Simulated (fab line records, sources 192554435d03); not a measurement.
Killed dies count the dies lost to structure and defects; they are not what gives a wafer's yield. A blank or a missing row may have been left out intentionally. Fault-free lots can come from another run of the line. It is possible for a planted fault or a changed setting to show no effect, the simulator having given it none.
Which of the tools did it? -- flow n5-finfet -- 10 lots with 30 wafers sampled at 4 steps, on a route of 1938 steps

## WHAT THE GAUGES SHOWED, per wafer
N5_MIM_BOT_LITHO_OVL_MEAS_11.
lot,measured,on,MIM_BOT_OVL (nm)
L187,day 12 01:28,overlay-02,2 -3 3
L190,day 12 11:14,overlay-02,1 -4 -6
L191,day 12 11:30,overlay-01,4 4 2
L192,day 12 21:13,overlay-01,2 8 5
L193,day 12 21:32,overlay-02,10 5 3
L197,day 14 23:17,overlay-01,12 3 10
L199,day 15 00:19,overlay-01,1 3 2
L200,day 15 08:17,overlay-01,-5 -8 -2
L208,day 17 13:14,overlay-01,186 181 180
L209,day 17 17:13,overlay-02,176 178 169

## WHAT TOOL EACH LOT RAN ON (gives the tool, then ch and the chambers of the sampled wafers, and finally the start)
lot,N5_BEOL_M15_DESCUM_15,N5_BEOL_M15_STRIP_62,N5_MIM_BOT_LITHO_EXPOSE_05
L187,"rie-diel-06 ch 0,1,2, day 11 06:16","rie-diel-02 ch 0,1,3, day 12 01:16 or earlier","krf-scanner-02 ch 0, day 12 01:16"
L190,"rie-diel-02 ch 1,3, day 11 21:09","rie-diel-05 ch 1,2, day 12 11:02 or earlier","krf-scanner-02 ch 0, day 12 11:02"
L191,"rie-diel-06 ch 2,3, day 12 01:43","rie-diel-02 ch 0,2,3, day 12 11:18 or earlier","krf-scanner-01 ch 0, day 12 11:18"
L192,"rie-diel-02 ch 2,3, day 12 11:09","rie-diel-06 ch 1,2,3, day 12 21:01 or earlier","krf-scanner-02 ch 0, day 12 21:01"
L193,"rie-diel-05 ch 0,1,3, day 12 14:07","rie-diel-05 ch 1,2,3, day 12 21:20 or earlier","krf-scanner-02 ch 0, day 12 21:20"
L197,"rie-diel-02 ch 0,1,2, day 14 14:17","rie-diel-02 ch 0,1,3, day 14 23:05 or earlier","krf-scanner-01 ch 0, day 14 23:05"
L199,"rie-diel-05 ch 1,2, day 14 15:07","rie-diel-06 ch 0,2,3, day 15 00:07 or earlier","krf-scanner-01 ch 0, day 15 00:07"
L200,"rie-diel-05 ch 2,3, day 14 20:10","rie-diel-02 ch 1,2,3, day 15 08:05 or earlier","krf-scanner-01 ch 0, day 15 08:05"
L208,"rie-diel-05 ch 0,1,3, day 17 01:19","rie-diel-02 ch 0,1,3, day 17 13:02 or earlier","krf-scanner-01 ch 0, day 17 13:02"
L209,"rie-diel-02 ch 0,2,3, day 17 07:56","rie-diel-06 ch 1,2,3, day 17 17:01 or earlier","krf-scanner-01 ch 0, day 17 17:01"
- N5_BEOL_M15_DESCUM_15: chemistry O2, time 7.9 s.
- N5_BEOL_M15_STRIP_62: strips in O2.
- N5_MIM_BOT_LITHO_EXPOSE_05: exposes mask MIM BOT.

## THE ANSWER, worked out from the rows above alone
Rule: what is usual is taken from the lots themselves. The widest of any qualifying gaps counts: lots, ordered by their means at a reading, are off when they make up no more than a third of the lots, leave a main group of 4 or more, and stand apart from it by 3 or more times the standard deviation of that group's means. Not used: any main group whose means are identical at the precision the tables above print for the reading. Also off: a lot with no number at a reading for which 4 or more lots have one. Any other lot the step has rows for is counted as sound.
Off: L208, L209, at N5_MIM_BOT_LITHO_OVL_MEAS_11 (MIM_BOT_OVL). Mean 2 nm and standard deviation 4.2 in the main group.
If a tool, at a process step before that reading, ran all the lots that are off and no sound lot after the first of them, it fits. Gauges at N5_MIM_BOT_LITHO_OVL_MEAS_11: tried the same way as those tools. With no start given for some of its lots, N5_BEOL_M15_STRIP_62 uses the hours and lot order of N5_MIM_BOT_LITHO_EXPOSE_05. One fits: N5_MIM_BOT_LITHO_EXPOSE_05 on krf-scanner-01. A fault onset in the window from L200 (day 15 08:05, its last sound lot) to L208 (day 17 13:02, its first lot off) fits.

## WHAT THE SIMULATOR HAD INSERTED
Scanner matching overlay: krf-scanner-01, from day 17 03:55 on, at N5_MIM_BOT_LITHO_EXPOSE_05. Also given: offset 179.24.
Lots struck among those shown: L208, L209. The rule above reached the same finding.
